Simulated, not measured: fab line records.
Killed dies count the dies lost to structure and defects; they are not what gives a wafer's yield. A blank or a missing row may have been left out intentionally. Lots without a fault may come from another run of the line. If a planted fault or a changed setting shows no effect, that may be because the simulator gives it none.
Split-lot trial || flow n5_finfet || route with 1938 steps; 7 lots, 21 wafers read

== ABOUT THE SPLIT ==
At N5_GATE_CUT_ETCH_37 (etches SOC in N2/H2, target depth 60 nm, overetch 12 nm, time 90 s), the setting bias_w was moved away from the recipe's 150 W on 4 of the 21 wafers read, by +7.7% to +17.4%. For the rest of the wafers, this setting stayed at what the recipe calls for.

The split's own step is where the reading is taken.

== THE READING ==
rf_vpp_V, in V, at N5_GATE_CUT_ETCH_37 (etches SOC in N2/H2, target depth 60 nm, overetch 12 nm, time 90 s). A value of 523.8 V with a standard deviation of 2.7 V is what fault-free wafers of this fab line usually give.

{"wafer": "L074.3", "tool, chamber at the split": "rie_diel-02, 3", "bias_w as run, W": 150, "against the recipe": "recipe", "rf_vpp_V, V": 523.2, "against lot-mates on the recipe": "-"}
{"wafer": "L074.5", "tool, chamber at the split": "rie_diel-02, 0", "bias_w as run, W": 150, "against the recipe": "recipe", "rf_vpp_V, V": 517.0, "against lot-mates on the recipe": "-"}
{"wafer": "L074.6", "tool, chamber at the split": "rie_diel-02, 2", "bias_w as run, W": 161.6, "against the recipe": "+7.7%", "rf_vpp_V, V": 547.4, "against lot-mates on the recipe": "+27.3"}
{"wafer": "L079.1", "tool, chamber at the split": "rie_diel-03, 0", "bias_w as run, W": 176.1, "against the recipe": "+17.4%", "rf_vpp_V, V": 579.3, "against lot-mates on the recipe": "+54.6"}
{"wafer": "L079.3", "tool, chamber at the split": "rie_diel-03, 1", "bias_w as run, W": 150, "against the recipe": "recipe", "rf_vpp_V, V": 524.7, "against lot-mates on the recipe": "-"}
{"wafer": "L079.6", "tool, chamber at the split": "rie_diel-03, 0", "bias_w as run, W": 176.1, "against the recipe": "+17.4%", "rf_vpp_V, V": 578.6, "against lot-mates on the recipe": "+53.9"}
{"wafer": "L085.4", "tool, chamber at the split": "rie_diel-03, 0", "bias_w as run, W": 150, "against the recipe": "recipe", "rf_vpp_V, V": 523.5, "against lot-mates on the recipe": "-"}
{"wafer": "L085.5", "tool, chamber at the split": "rie_diel-03, 3", "bias_w as run, W": 163.8, "against the recipe": "+9.2%", "rf_vpp_V, V": 557.6, "against lot-mates on the recipe": "+33.6"}
{"wafer": "L085.6", "tool, chamber at the split": "rie_diel-03, 2", "bias_w as run, W": 150, "against the recipe": "recipe", "rf_vpp_V, V": 524.6, "against lot-mates on the recipe": "-"}
{"wafer": "L086.2", "tool, chamber at the split": "rie_diel-03, 2", "bias_w as run, W": 150, "against the recipe": "recipe", "rf_vpp_V, V": 524.6, "against lot-mates on the recipe": "-"}
{"wafer": "L086.5", "tool, chamber at the split": "rie_diel-03, 2", "bias_w as run, W": 150, "against the recipe": "recipe", "rf_vpp_V, V": 526.4, "against lot-mates on the recipe": "-"}
{"wafer": "L086.6", "tool, chamber at the split": "rie_diel-03, 0", "bias_w as run, W": 150, "against the recipe": "recipe", "rf_vpp_V, V": 523.1, "against lot-mates on the recipe": "-"}
{"wafer": "L088.1", "tool, chamber at the split": "rie_diel-02, 1", "bias_w as run, W": 150, "against the recipe": "recipe", "rf_vpp_V, V": 522.6, "against lot-mates on the recipe": "-"}
{"wafer": "L088.5", "tool, chamber at the split": "rie_diel-02, 3", "bias_w as run, W": 150, "against the recipe": "recipe", "rf_vpp_V, V": 524.0, "against lot-mates on the recipe": "-"}
{"wafer": "L088.6", "tool, chamber at the split": "rie_diel-02, 2", "bias_w as run, W": 150, "against the recipe": "recipe", "rf_vpp_V, V": 522.5, "against lot-mates on the recipe": "-"}
{"wafer": "L092.2", "tool, chamber at the split": "rie_diel-04, 3", "bias_w as run, W": 150, "against the recipe": "recipe", "rf_vpp_V, V": 523.6, "against lot-mates on the recipe": "-"}
{"wafer": "L092.5", "tool, chamber at the split": "rie_diel-04, 3", "bias_w as run, W": 150, "against the recipe": "recipe", "rf_vpp_V, V": 523.3, "against lot-mates on the recipe": "-"}
{"wafer": "L092.6", "tool, chamber at the split": "rie_diel-04, 0", "bias_w as run, W": 150, "against the recipe": "recipe", "rf_vpp_V, V": 518.2, "against lot-mates on the recipe": "-"}
{"wafer": "L096.2", "tool, chamber at the split": "rie_diel-04, 2", "bias_w as run, W": 150, "against the recipe": "recipe", "rf_vpp_V, V": 525.9, "against lot-mates on the recipe": "-"}
{"wafer": "L096.5", "tool, chamber at the split": "rie_diel-04, 0", "bias_w as run, W": 150, "against the recipe": "recipe", "rf_vpp_V, V": 517.6, "against lot-mates on the recipe": "-"}
{"wafer": "L096.6", "tool, chamber at the split": "rie_diel-04, 1", "bias_w as run, W": 150, "against the recipe": "recipe", "rf_vpp_V, V": 524.2, "against lot-mates on the recipe": "-"}

THE FIT
A straight line over all 21 wafers: rf_vpp_V changes by +3.27 V for each +1% of bias_w; r = +0.99; the points scatter about the line by 2.7 V.
The same after taking each lot's own level away (the mean of its wafers on the recipe; 21 wafers): +3.2 V for each +1%; r = +0.99; scatter 2.4 V.
The reading moves by 56 V for the largest change in bias_w, on that fit.
Across the lots, their own levels run from 520.10 to 524.70 V, a range of 1.7 times the standard deviation given above.
So the lot-to-lot level changes the slope little: the two slopes agree.
Check: for one of the wafers moved furthest among these (+17.4%), held out of the fit, the line's prediction against its lot-mates is +56.7 V. Against them it came out at +54.6 V.
Tool readings at the split's step, against how far the setting was moved: rf_vpp_V r = +0.99.

== THESE WAFERS: OTHER SPLITS ==
Note: prior to the reading, these wafers also went through further splits. Each is held against what the fit with the lots' levels taken away leaves over:
{"other split on the same wafers": "N5_GATE_CUT_EXPOSE_10 dose_mj", "wafers away from the commonest value": 9, "r with rf_vpp_V (lot level and that fit taken away)": "+0.13"}

== THE WHOLE CHAIN: every reading that the file lists as answering this split, in the file's order ==
{"step": "N5_GATE_CUT_ETCH_37", "what it does": "etches SOC in N2/H2, target depth 60 nm, overetch 12 nm, time 90 s", "reading": "rf_vpp_V", "change (the file's fit)": "+3.27 V for each +1% of the setting", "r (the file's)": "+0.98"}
{"step": "N5_GATE_CUT_ETCH_37", "what it does": "etches SOC in N2/H2, target depth 60 nm, overetch 12 nm, time 90 s", "reading": "SiARC_of_GATE_CUT_COAT_35.thk_nm (the simulator's own value, which no gauge read)", "change (the file's fit)": "-0.0385 nm for each +1% of the setting", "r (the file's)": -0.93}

== FILE'S OWN FIT ==
rf_vpp_V changes by +3.27 V for each +1% of bias_w, r = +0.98.
